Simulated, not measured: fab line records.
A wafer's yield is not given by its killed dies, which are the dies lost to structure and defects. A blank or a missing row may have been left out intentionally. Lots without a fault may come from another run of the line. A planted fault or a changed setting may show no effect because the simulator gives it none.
A lot that was struck, set against a sound lot || flow nand harc || 17 out of 1159 route steps
Sound: wafers L377.1, L377.2, L377.4. Struck: wafers L389.4, L389.5 (left out: L389.6, a lot-mate that was not struck); the cause follows at the end.
At each step with rows: each side's tool, then ch and its chambers, then its first start. Under that, the readings that differ: sound wafers || struck wafers || difference of the means || sigmas: that difference in standard deviations of wafers without a fault.
alike: same words and numbers on both sides, and readings whose means sit less than 2 such deviations apart. not compared: any withheld reading, any reading some wafer has no value for, any bound like >300 that may hide the same value, and any number with overlapping values for which the record gives no deviation.
Wherever a step has rows on one side only, a row that says differs or no value, or a row with sigmas, the two part there. Numbers that don't overlap but have no deviation are shown without sigmas and don't part them. Lack of a reading on every wafer of one side parts them only where that side has two or more wafers.

NHARC_P_M1_INSPECT_11:
  sound: defect inspect-01 at day 8 02:35; struck: defect inspect-01 at day 10 22:55
  alike: raw defect count
NHARC_P_M1_DESCUM_14: chemistry O2, time 3 s.
  sound on rie diel-04 ch 1,2,3, day 8 02:38; struck on rie diel-04 ch 0,1, day 10 23:01
{"reading": "rf hours counter h (h)", "sound": "3 3 3", "struck": "- -", "difference": "no value on the struck wafers", "sigmas": ""}
  alike: drypump motor current A, oes product au, rf vpp V, showerhead plenum p Torr, throttle valve pct
then, 2 steps without rows for these wafers: NHARC_P_M1_ETCH_35 (etches the open film in N2/H2, target depth 40 nm, overetch 12 nm, time 43.94 s); NHARC_P_M1_ETCH_15 (etches the open film in C4F8/Ar, target depth 182.5 nm, time 91.2 s).
NHARC_P_M1_CD_MEAS_16:
  sound: cd sem-02 at day 8 02:57; struck: cd sem-03 at day 10 23:20
  alike: cd nm
NHARC_P_M1_STRIP_18: strips in N2/H2.
  sound on rie diel-10 ch 0,1,3, day 8 03:01; struck on rie diel-10 ch 1,2, day 10 23:25
  alike: drypump motor current A, oes product au, rf vpp V, showerhead plenum p Torr, throttle valve pct
  not compared: rf hours counter h
then, 4 steps without rows for these wafers: NHARC_P_M1_ETCH_28 (etches the open film in CF4/N2, target depth 30 nm, time 72.99 s); NHARC_P_M1_STRIP_19 (strips in post etch residue remover, time 600 s); NHARC_P_M1_DEGAS_29 (time 60 s); NHARC_P_M1_PRE_CLEAN_30 (time 30 s).
NHARC_P_M1_PVD_20: deposits TaN, target thk 5 nm, time 8.06 s.
  sound on pvd sputter-01; struck on pvd sputter-03
  alike: throttle valve pct
NHARC_P_M1_PVD_21: deposits Cu, target thk 30 nm, time 20.49 s.
  sound on pvd sputter-01; struck on pvd sputter-03
  alike: throttle valve pct
NHARC_P_M1_ECD_22: material Cu, target thk 400 nm.
  sound on ecd cu-01 ch 0,1, day 8 04:01; struck on ecd cu-01 ch 0,1, day 11 00:34
NHARC_P_M1_ANNEAL_31: time 90 s.
  sound on rtp anneal-02 ch 0, day 8 04:24; struck on rtp anneal-02 ch 0, day 11 00:57
  alike: wafer_temp_C_max
NHARC_P_M1_CMP_23: polishes, t overpolish 20 s, target thk 157.82 nm.
  sound on cmp-02 ch 1,2,3, day 8 04:47; struck on cmp-03 ch 1,2, day 11 01:10
{"reading": "time to endpoint s (s)", "sound": "26.7 30.2 30.3", "struck": "12.6 9.9", "difference": -17.8, "sigmas": -7}
  alike: motor current A
NHARC_P_M1_THK_MEAS_24: measures by xrf.
  sound: film metro-02 at day 8 05:04; struck: film metro-01 at day 11 01:27
  alike: thk nm
NHARC_END_SORT_01:
  the record has rows for the sound wafers here (prober-02 ch 0, day 22 00:37) and none for the struck ones

== WHERE THEY PART ==
At NHARC_P_M1_DESCUM_14 first; at NHARC_END_SORT_01 last (within this record only).

WHY: whatever the simulator had introduced
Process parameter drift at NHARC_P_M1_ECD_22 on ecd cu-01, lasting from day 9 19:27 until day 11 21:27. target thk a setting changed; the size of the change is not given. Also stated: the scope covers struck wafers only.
